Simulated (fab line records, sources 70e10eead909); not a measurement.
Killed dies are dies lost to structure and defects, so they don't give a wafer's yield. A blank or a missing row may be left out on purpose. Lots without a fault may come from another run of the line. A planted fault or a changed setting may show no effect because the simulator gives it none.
Tool commonality check | flow nand_harc | 13 lots, 48 wafers sampled

WHY IT WAS OPENED
At NHARC_A_ONON_D1_INSPECT_32 the reading raw_defect_count is flagged on 3 of 13 lots. Wafers without a fault read 71, standard deviation 27.
Rule: a lot is flagged when every wafer of it that has a number lies more than 4 standard deviations from that mean, or none has a number. The other lots count as sound.

lot  | measured     | on                | raw_defect_count, wafer by wafer | flag
L115 | day 9 06:37  | defect_inspect-01 | 39 69 62                         |
L116 | day 9 06:37  | defect_inspect-02 | 47 20 40                         |
L117 | day 9 22:50  | defect_inspect-02 | 32 45 66                         |
L121 | day 11 22:39 | defect_inspect-02 | 669 698 708 681 697 711          | FLAGGED
L122 | day 12 06:45 | defect_inspect-02 | 101 66 69                        |
L123 | day 12 19:11 | defect_inspect-02 | 642 654 652 647 652 650          | FLAGGED
L124 | day 12 19:20 | defect_inspect-02 | 73 90 77                         |
L125 | day 13 07:41 | defect_inspect-01 | 701 649 680 705 633 674          | FLAGGED
L131 | day 15 17:18 | defect_inspect-01 | 78 58 56                         |
L132 | day 16 05:47 | defect_inspect-02 | 50 63 53                         |
L133 | day 16 16:02 | defect_inspect-02 | 75 109 80                        |
L134 | day 17 00:37 | defect_inspect-02 | 66 133 96                        |
L136 | day 18 06:26 | defect_inspect-01 | 51 92 57                         |
The numbers of the flagged lots are 672 on average: +601 against the usual, or +22 standard deviations.

WHICH TOOL RAN EACH LOT
The record holds 2 process steps before the reading, out of a route of 1302 steps. In each cell: the tool, then ch and the chambers that the sampled wafers went through, then the start.
lot  | flag    | NHARC_A_ZERO_WELL_ETCH_13        | NHARC_A_ONON_D1_DEP_28
L115 |         | rie_si-03 ch 1,3, day 7 17:20    | pecvd_onon-01 ch 0, day 9 05:38
L116 |         | rie_si-03 ch 0,3, day 7 20:54    | pecvd_onon-04 ch 0, day 9 05:41
L117 |         | rie_si-01 ch 0,1,2, day 8 11:10  | pecvd_onon-02 ch 0, day 9 21:46
L121 | FLAGGED | rie_si-01 ch 1,2,3, day 10 07:49 | pecvd_onon-01 ch 0, day 11 21:46
L122 |         | rie_si-03 ch 0,1,2, day 10 17:06 | pecvd_onon-02 ch 0, day 12 05:42
L123 | FLAGGED | rie_si-03 ch 0,2,3, day 11 06:26 | pecvd_onon-01 ch 0, day 12 18:19
L124 |         | rie_si-01 ch 0,3, day 11 06:19   | pecvd_onon-02 ch 0, day 12 18:23
L125 | FLAGGED | rie_si-04 ch 0,1,3, day 11 19:29 | pecvd_onon-01 ch 0, day 13 06:41
L131 |         | rie_si-01 ch 0,1,3, day 14 04:00 | pecvd_onon-02 ch 0, day 15 16:13
L132 |         | rie_si-03 ch 0,1,3, day 14 17:32 | pecvd_onon-01 ch 0, day 16 04:47
L133 |         | rie_si-01 ch 1,2,3, day 15 04:17 | pecvd_onon-04 ch 0, day 16 15:04
L134 |         | rie_si-03 ch 0,1,3, day 15 13:04 | pecvd_onon-01 ch 0, day 16 23:34
L136 |         | rie_si-04 ch 0,1,3, day 16 15:54 | pecvd_onon-02 ch 0, day 18 05:23
What these steps do:
- NHARC_A_ZERO_WELL_ETCH_13: etches the open film in HBr/Cl2, target depth 120 nm, time 40.1 s.
- NHARC_A_ONON_D1_DEP_28: target thk 1000 nm.
- NHARC_A_ONON_D1_INSPECT_32

FLAGGED OVER TOTAL, TOOL BY TOOL (the gauges that took the reading come last)
step                       | tool              | lots run | flagged | share of the flagged lots | sound lots run after its first flagged lot
NHARC_A_ZERO_WELL_ETCH_13  | rie_si-01         | 5        | 1       | some                      | 3 (L124,L131,L133)
NHARC_A_ZERO_WELL_ETCH_13  | rie_si-03         | 6        | 1       | some                      | 2 (L132,L134)
NHARC_A_ZERO_WELL_ETCH_13  | rie_si-04         | 2        | 1       | some                      | 1 (L136)
NHARC_A_ONON_D1_DEP_28     | pecvd_onon-01     | 6        | 3       | all                       | 2 (L132,L134)
NHARC_A_ONON_D1_DEP_28     | pecvd_onon-02     | 5        | 0       | none                      | -
NHARC_A_ONON_D1_DEP_28     | pecvd_onon-04     | 2        | 0       | none                      | -
NHARC_A_ONON_D1_INSPECT_32 | defect_inspect-01 | 4        | 1       | some                      | 2 (L131,L136)
NHARC_A_ONON_D1_INSPECT_32 | defect_inspect-02 | 9        | 2       | some                      | 5 (L122,L124,L132,L133,L134)

WHAT THE TABLE ALLOWS
1 row of the table ran every flagged lot: pecvd_onon-01 at NHARC_A_ONON_D1_DEP_28.
- pecvd_onon-01 at NHARC_A_ONON_D1_DEP_28: 3 of its 6 lots flagged. Sound lots ran on it after the first flagged one (L132, L134), which a lasting fault on the whole tool wouldn't allow.
No row of the table ran every flagged lot and no sound lot after the first.

WHAT THE SIMULATOR HAD PUT IN
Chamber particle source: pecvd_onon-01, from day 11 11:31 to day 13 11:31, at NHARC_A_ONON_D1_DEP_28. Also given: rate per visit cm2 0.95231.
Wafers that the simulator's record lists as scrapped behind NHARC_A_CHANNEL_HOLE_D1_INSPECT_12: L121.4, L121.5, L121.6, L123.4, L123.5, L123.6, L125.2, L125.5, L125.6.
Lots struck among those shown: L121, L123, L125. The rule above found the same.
